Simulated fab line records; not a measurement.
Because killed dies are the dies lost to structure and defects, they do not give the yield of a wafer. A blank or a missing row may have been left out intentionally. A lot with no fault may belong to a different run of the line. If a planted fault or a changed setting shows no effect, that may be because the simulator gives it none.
Which tool is to blame? ; flow nand-harc ; Sampling: 6 lots, 17 wafers, 5 of 1159 route steps

== WHAT EACH GAUGE READ, for each wafer ==
NHARC_END_SORT_01.
lot;measured;on;killed-at-array
L290;day 21 11:03;prober-01;29 29 26

== WHICH TOOL RAN EACH LOT (tool, then ch and the chambers of the sampled wafers, then the start) ==
lot;NHARC_A_STAIRCASE_TRIM_231;NHARC_A_STAIRCASE_TRIM_233;NHARC_A_STAIRCASE_EXPOSE_247;NHARC_A_STAIRCASE_ETCH_253
L281;rie-diel-07 ch 0,2,3, day 11 17:46 or earlier;rie-diel-07 ch 1,3, day 11 17:46 or earlier;krf-scanner-04 ch 0, day 11 17:46;rie-diel-06 ch 0,2,3, day 11 18:13
L290;rie-diel-07 ch 1,2,3, day 13 13:50 or earlier;rie-diel-07 ch 0,2, day 13 13:50 or earlier;krf-scanner-03 ch 0, day 13 13:50;rie-diel-06 ch 1,3, day 13 14:17
L294;rie-diel-06 ch 0,1,3, day 14 23:52 or earlier;rie-diel-06 ch 0,1, day 14 23:52 or earlier;krf-scanner-03 ch 0, day 14 23:52;rie-diel-06 ch 1,2, day 15 00:22
L296;rie-diel-07 ch 0,1,2, day 15 08:34 or earlier;rie-diel-07 ch 0,1,3, day 15 08:34 or earlier;krf-scanner-03 ch 0, day 15 08:34;rie-diel-06 ch 0,2, day 15 09:02
L300;rie-diel-13 ch 1,2,3, day 16 10:38 or earlier;rie-diel-13 ch 0,3, day 16 10:38 or earlier;krf-scanner-03 ch 0, day 16 10:38;rie-diel-07 ch 1,2, day 16 11:08
L303;rie-diel-06 ch 0,2, day 16 23:03 or earlier;rie-diel-06 ch 0,1, day 16 23:03 or earlier;krf-scanner-03 ch 0, day 16 23:03;rie-diel-07 ch 1,3, day 16 23:30
- NHARC_A_STAIRCASE_TRIM_231: chemistry O2, time 211.2 s.
- NHARC_A_STAIRCASE_TRIM_233: chemistry O2, time 211.2 s.
- NHARC_A_STAIRCASE_EXPOSE_247: exposes mask SDS 1.
- NHARC_A_STAIRCASE_ETCH_253: etches the open film in C4F8/O2, target depth 50 nm, time 20.2 s.

== THE ANSWER, worked out from the rows above alone ==
Rule: the usual values come from the lots themselves. Put in order of their means at a reading, lots are off if they are a third of the lots or fewer, leave a main group of 4 or more, and stand apart from it by a gap of 3 or more times the standard deviation of the main group's means; of several such gaps the widest counts. If all means in a main group match to the digits the tables above print for the reading, that group is not used. A lot without any number at a reading at which 4 lots or more have one is off too. All remaining lots with rows at the step are treated as sound.
Across all readings shown, no lot is off: no conclusion can be drawn from this.

== WHAT THE SIMULATOR HAD INSERTED ==
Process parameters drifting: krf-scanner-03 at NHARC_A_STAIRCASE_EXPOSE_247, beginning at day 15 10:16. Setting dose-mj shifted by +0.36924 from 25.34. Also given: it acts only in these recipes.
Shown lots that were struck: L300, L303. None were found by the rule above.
